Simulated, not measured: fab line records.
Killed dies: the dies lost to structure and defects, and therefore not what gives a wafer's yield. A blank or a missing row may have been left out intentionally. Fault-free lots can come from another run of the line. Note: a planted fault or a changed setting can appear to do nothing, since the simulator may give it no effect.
Lot-split experiment ; flow n5Finfet ; 7 lots, 39 wafers read, on a route of 1938 steps

== THE SPLIT ==
At N5_BEOL_M5_HM_DEP_02 (deposits TiN, target thk 20 nm), the setting targetThkA was moved away from the recipe's 200 angstrom on 15 of the 39 wafers read, by -33.5% to +53.0%. For the rest of the wafers, this setting stayed at what the recipe calls for.

== FROM THE SPLIT TO THE READING: what the file shows between them, 4 steps ==
- N5_BEOL_M5_COAT_59: time 60 s, resist thk 60 nm
- N5_BEOL_M5_COAT_60: time 60 s, resist thk 12 nm
- N5_BEOL_M5_STRIP_73: strips in N2/H2
- N5_BEOL_M5_STRIP_64: strips in CF4

== THE READING ==
etch.depthNm (the simulator's own value, which no gauge read), in nm, at N5_BEOL_M5_HM_OPEN_17 (chemistry Cl2/BCl3, target TiN, target depth 20 nm, overetch 6 nm). The file gives no usual value for it. Across the 24 wafers here that went through the recipe, the average is 19.83 nm and the standard deviation 0.21 nm.

wafer;tool, chamber at the split;targetThkA as run, angstrom;against the recipe;etch.depthNm, nm;against lot-mates on the recipe
L076.1;pvdSputter-03, -;200;recipe;20;-
L076.2;pvdSputter-03, -;133;-33.5%;13.29;-6.64
L076.3;pvdSputter-03, -;133;-33.5%;13.16;-6.77
L076.4;pvdSputter-03, -;200;recipe;19.86;-
L076.5;pvdSputter-03, -;133;-33.5%;13.13;-6.80
L076.6;pvdSputter-03, -;200;recipe;19.92;-
L079.1;pvdSputter-02, -;306;+53.0%;26.32;+6.80
L079.2;pvdSputter-02, -;306;+53.0%;25.45;+5.93
L079.3;pvdSputter-02, -;200;recipe;19.56;-
L079.4;pvdSputter-02, -;306;+53.0%;26.34;+6.82
L079.5;pvdSputter-02, -;200;recipe;19.38;-
L079.6;pvdSputter-02, -;200;recipe;19.61;-
L083.1;pvdSputter-02, -;200;recipe;19.79;-
L083.3;pvdSputter-02, -;200;recipe;19.95;-
L083.4;pvdSputter-02, -;200;recipe;19.95;-
L084.1;pvdSputter-03, -;253;+26.5%;25.35;+5.12
L084.2;pvdSputter-03, -;253;+26.5%;25.38;+5.15
L084.3;pvdSputter-03, -;253;+26.5%;25.51;+5.28
L084.4;pvdSputter-03, -;200;recipe;20.24;-
L084.5;pvdSputter-03, -;200;recipe;20.18;-
L084.6;pvdSputter-03, -;200;recipe;20.28;-
L085.1;pvdSputter-02, -;200;recipe;19.85;-
L085.2;pvdSputter-02, -;252.9;+26.4%;24.79;+5.04
L085.3;pvdSputter-02, -;200;recipe;19.77;-
L085.4;pvdSputter-02, -;200;recipe;19.62;-
L085.5;pvdSputter-02, -;252.9;+26.4%;25.08;+5.33
L085.6;pvdSputter-02, -;252.9;+26.4%;24.99;+5.24
L086.1;pvdSputter-01, -;200;recipe;19.7;-
L086.2;pvdSputter-01, -;200;recipe;19.75;-
L086.3;pvdSputter-01, -;264.1;+32.0%;26.12;+6.44
L086.4;pvdSputter-01, -;264.1;+32.0%;25.96;+6.28
L086.5;pvdSputter-01, -;264.1;+32.0%;26.2;+6.52
L086.6;pvdSputter-01, -;200;recipe;19.58;-
L089.1;pvdSputter-02, -;200;recipe;19.81;-
L089.2;pvdSputter-02, -;200;recipe;19.77;-
L089.3;pvdSputter-02, -;200;recipe;19.77;-
L089.4;pvdSputter-02, -;200;recipe;19.86;-
L089.5;pvdSputter-02, -;200;recipe;19.88;-
L089.6;pvdSputter-02, -;200;recipe;19.84;-

FIT RESULTS
A straight line over all 39 wafers: etch.depthNm changes by +0.163 nm for each +1% of targetThkA; r = +0.96; the points scatter about the line by 0.95 nm.
The same after taking each lot's own level away (the mean of its wafers on the recipe; 39 wafers): +0.166 nm for each +1%; r = +0.97; scatter 0.87 nm.
According to that fit, moving targetThkA by its largest amount changes the reading by 8.8 nm.
From 19.517 to 20.233 nm: that is the span of the lots' own levels, equal to 3.5 times the standard deviation above.
Hence the lot-to-lot level has little effect on the slope; both slopes agree.
Check: with one of the wafers moved furthest among these (+53.0%) left out of the fit, the line predicts +9.09 nm for it against its lot-mates. Against them it came out at +6.8 nm.

== THE WHOLE CHAIN: every reading that the file lists as answering this split, in the file's order ==
step;what it does;reading;change (the file's fit);r (the file's)
N5_BEOL_M5_HM_DEP_02;deposits TiN, target thk 20 nm;TiN_of_BEOL_M5_HM_DEP_02.thkNm (the simulator's own value, which no gauge read);+0.202 nm for each +1% of the setting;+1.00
N5_BEOL_M5_HM_OPEN_17;chemistry Cl2/BCl3, target TiN, target depth 20 nm, overetch 6 nm;etch.depthNm (the simulator's own value, which no gauge read);+0.165 nm for each +1% of the setting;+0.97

== THE FILE'S OWN FIT ==
etch.depthNm changes by +0.165 nm for each +1% of targetThkA, r = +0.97.
